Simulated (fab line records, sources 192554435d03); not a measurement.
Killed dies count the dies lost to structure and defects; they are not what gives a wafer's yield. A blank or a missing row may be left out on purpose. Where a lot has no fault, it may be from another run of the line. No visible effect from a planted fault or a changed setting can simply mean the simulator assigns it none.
Matching of chambers :: flow n5-finfet :: 4 sister chambers for N5_BEOL_M6_ETCH_65 on rie-diel-01
The step etches SiARC in CF4, target depth 15.6 nm, time 26 s. 33 wafers are shown with their chamber, then 12 later ones without.

== WAFERS WITH THEIR CHAMBER ==
wafer: L074.1
chamber: 1
drypump-motor-current-A (A): 5.8
showerhead-plenum-p-Torr (Torr): 2.18
throttle-valve-pct (%): 15.4

wafer: L074.2
chamber: 0
drypump-motor-current-A (A): 5.9
showerhead-plenum-p-Torr (Torr): 2.03
throttle-valve-pct (%): 16.0

wafer: L074.3
chamber: 2
drypump-motor-current-A (A): 6.5
showerhead-plenum-p-Torr (Torr): 2.19
throttle-valve-pct (%): 15.3

wafer: L074.4
chamber: 3
drypump-motor-current-A (A): 5.6
showerhead-plenum-p-Torr (Torr): 2.16
throttle-valve-pct (%): 15.9

wafer: L074.5
chamber: 0
drypump-motor-current-A (A): 5.9
showerhead-plenum-p-Torr (Torr): 2.04
throttle-valve-pct (%): 16.0

wafer: L074.6
chamber: 3
drypump-motor-current-A (A): 5.6
showerhead-plenum-p-Torr (Torr): 2.16
throttle-valve-pct (%): 16.0

wafer: L075.2
chamber: 1
drypump-motor-current-A (A): 5.8
showerhead-plenum-p-Torr (Torr): 2.18
throttle-valve-pct (%): 15.4

wafer: L075.3
chamber: 2
drypump-motor-current-A (A): 6.5
showerhead-plenum-p-Torr (Torr): 2.19
throttle-valve-pct (%): 15.3

wafer: L075.6
chamber: 3
drypump-motor-current-A (A): 5.6
showerhead-plenum-p-Torr (Torr): 2.16
throttle-valve-pct (%): 16.0

wafer: L076.2
chamber: 3
drypump-motor-current-A (A): 5.6
showerhead-plenum-p-Torr (Torr): 2.16
throttle-valve-pct (%): 16.0

wafer: L076.5
chamber: 2
drypump-motor-current-A (A): 6.4
showerhead-plenum-p-Torr (Torr): 2.19
throttle-valve-pct (%): 15.3

wafer: L076.6
chamber: 1
drypump-motor-current-A (A): 5.8
showerhead-plenum-p-Torr (Torr): 2.18
throttle-valve-pct (%): 15.4

wafer: L082.2
chamber: 2
drypump-motor-current-A (A): 6.4
showerhead-plenum-p-Torr (Torr): 2.19
throttle-valve-pct (%): 15.3

wafer: L082.3
chamber: 1
drypump-motor-current-A (A): 5.8
showerhead-plenum-p-Torr (Torr): 2.18
throttle-valve-pct (%): 15.4

wafer: L082.6
chamber: 1
drypump-motor-current-A (A): 5.8
showerhead-plenum-p-Torr (Torr): 2.18
throttle-valve-pct (%): 15.4

wafer: L081.1
chamber: 1
drypump-motor-current-A (A): 5.8
showerhead-plenum-p-Torr (Torr): 2.18
throttle-valve-pct (%): 15.4

wafer: L081.3
chamber: 0
drypump-motor-current-A (A): 5.9
showerhead-plenum-p-Torr (Torr): 2.03
throttle-valve-pct (%): 16.0

wafer: L081.6
chamber: 2
drypump-motor-current-A (A): 6.4
showerhead-plenum-p-Torr (Torr): 2.19
throttle-valve-pct (%): 15.3

wafer: L085.1
chamber: 3
drypump-motor-current-A (A): 5.6
showerhead-plenum-p-Torr (Torr): 2.15
throttle-valve-pct (%): 16.0

wafer: L085.4
chamber: 2
drypump-motor-current-A (A): 6.5
showerhead-plenum-p-Torr (Torr): 2.18
throttle-valve-pct (%): 15.3

wafer: L085.5
chamber: 1
drypump-motor-current-A (A): 5.8
showerhead-plenum-p-Torr (Torr): 2.18
throttle-valve-pct (%): 15.5

wafer: L087.4
chamber: 2
drypump-motor-current-A (A): 6.4
showerhead-plenum-p-Torr (Torr): 2.18
throttle-valve-pct (%): 15.4

wafer: L087.5
chamber: 2
drypump-motor-current-A (A): 6.5
showerhead-plenum-p-Torr (Torr): 2.18
throttle-valve-pct (%): 15.3

wafer: L087.6
chamber: 3
drypump-motor-current-A (A): 5.6
showerhead-plenum-p-Torr (Torr): 2.15
throttle-valve-pct (%): 16.0

wafer: L088.1
chamber: 1
drypump-motor-current-A (A): 5.8
showerhead-plenum-p-Torr (Torr): 2.17
throttle-valve-pct (%): 15.5

wafer: L088.2
chamber: 3
drypump-motor-current-A (A): 5.6
showerhead-plenum-p-Torr (Torr): 2.15
throttle-valve-pct (%): 16.0

wafer: L088.3
chamber: 2
drypump-motor-current-A (A): 6.4
showerhead-plenum-p-Torr (Torr): 2.18
throttle-valve-pct (%): 15.3

wafer: L088.4
chamber: 0
drypump-motor-current-A (A): 5.9
showerhead-plenum-p-Torr (Torr): 2.03
throttle-valve-pct (%): 16.1

wafer: L088.5
chamber: 2
drypump-motor-current-A (A): 6.4
showerhead-plenum-p-Torr (Torr): 2.18
throttle-valve-pct (%): 15.3

wafer: L088.6
chamber: 3
drypump-motor-current-A (A): 5.7
showerhead-plenum-p-Torr (Torr): 2.15
throttle-valve-pct (%): 16.0

wafer: L089.1
chamber: 3
drypump-motor-current-A (A): 5.6
showerhead-plenum-p-Torr (Torr): 2.15
throttle-valve-pct (%): 16.0

wafer: L089.2
chamber: 2
drypump-motor-current-A (A): 6.4
showerhead-plenum-p-Torr (Torr): 2.18
throttle-valve-pct (%): 15.4

wafer: L089.3
chamber: 1
drypump-motor-current-A (A): 5.8
showerhead-plenum-p-Torr (Torr): 2.17
throttle-valve-pct (%): 15.4

SIGNATURES (averages over the wafers above)
reading: drypump-motor-current-A
chamber 0: 5.900
chamber 1: 5.800
chamber 2: 6.436
chamber 3: 5.611
scatter within a chamber: 0.0344

reading: showerhead-plenum-p-Torr
chamber 0: 2.0325
chamber 1: 2.1778
chamber 2: 2.1845
chamber 3: 2.1544
scatter within a chamber: 0.005

reading: throttle-valve-pct
chamber 0: 16.025
chamber 1: 15.422
chamber 2: 15.318
chamber 3: 15.989
scatter within a chamber: 0.0408
Rule: a wafer's distance from a chamber is the root of the sum, over the readings, of the square of ((its reading less the chamber's mean) divided by the reading's scatter). If the next closest chamber is less than 2 further off than the closest, the wafer can't be placed; otherwise it belongs to the closest. The scatter: take each reading less its chamber's mean, square it, sum over the shown wafers, divide by the number of wafers less the number of chambers, and take the root.

== WAFERS WITH NO CHAMBER GIVEN ==
wafer: L089.4
drypump-motor-current-A (A): 5.9
showerhead-plenum-p-Torr (Torr): 2.03
throttle-valve-pct (%): 16.0

wafer: L089.5
drypump-motor-current-A (A): 5.8
showerhead-plenum-p-Torr (Torr): 2.17
throttle-valve-pct (%): 15.4

wafer: L089.6
drypump-motor-current-A (A): 5.9
showerhead-plenum-p-Torr (Torr): 2.03
throttle-valve-pct (%): 16.1

wafer: L090.4
drypump-motor-current-A (A): 5.8
showerhead-plenum-p-Torr (Torr): 2.17
throttle-valve-pct (%): 15.5

wafer: L090.5
drypump-motor-current-A (A): 6.4
showerhead-plenum-p-Torr (Torr): 2.18
throttle-valve-pct (%): 15.4

wafer: L090.6
drypump-motor-current-A (A): 5.9
showerhead-plenum-p-Torr (Torr): 2.02
throttle-valve-pct (%): 16.1

wafer: L092.1
drypump-motor-current-A (A): 6.4
showerhead-plenum-p-Torr (Torr): 2.18
throttle-valve-pct (%): 15.4

wafer: L092.2
drypump-motor-current-A (A): 5.6
showerhead-plenum-p-Torr (Torr): 2.15
throttle-valve-pct (%): 16.0

wafer: L092.4
drypump-motor-current-A (A): 6.5
showerhead-plenum-p-Torr (Torr): 2.18
throttle-valve-pct (%): 15.4

wafer: L093.1
drypump-motor-current-A (A): 5.8
showerhead-plenum-p-Torr (Torr): 2.17
throttle-valve-pct (%): 15.5

wafer: L093.3
drypump-motor-current-A (A): 6.5
showerhead-plenum-p-Torr (Torr): 2.18
throttle-valve-pct (%): 15.4

wafer: L093.4
drypump-motor-current-A (A): 5.8
showerhead-plenum-p-Torr (Torr): 2.17
throttle-valve-pct (%): 15.5

== THE CHAMBER EACH PASSED THROUGH ==
wafer: L089.4
from the rows above: 0
in truth: 0

wafer: L089.5
from the rows above: 1
in truth: 1

wafer: L089.6
from the rows above: 0
in truth: 0

wafer: L090.4
from the rows above: 1
in truth: 1

wafer: L090.5
from the rows above: 2
in truth: 2

wafer: L090.6
from the rows above: 0
in truth: 0

wafer: L092.1
from the rows above: 2
in truth: 2

wafer: L092.2
from the rows above: 3
in truth: 3

wafer: L092.4
from the rows above: 2
in truth: 2

wafer: L093.1
from the rows above: 1
in truth: 1

wafer: L093.3
from the rows above: 2
in truth: 2

wafer: L093.4
from the rows above: 1
in truth: 1
Correct placement for 12 of the 12. Left unplaced by these rows: 0. Placed wrongly: 0.
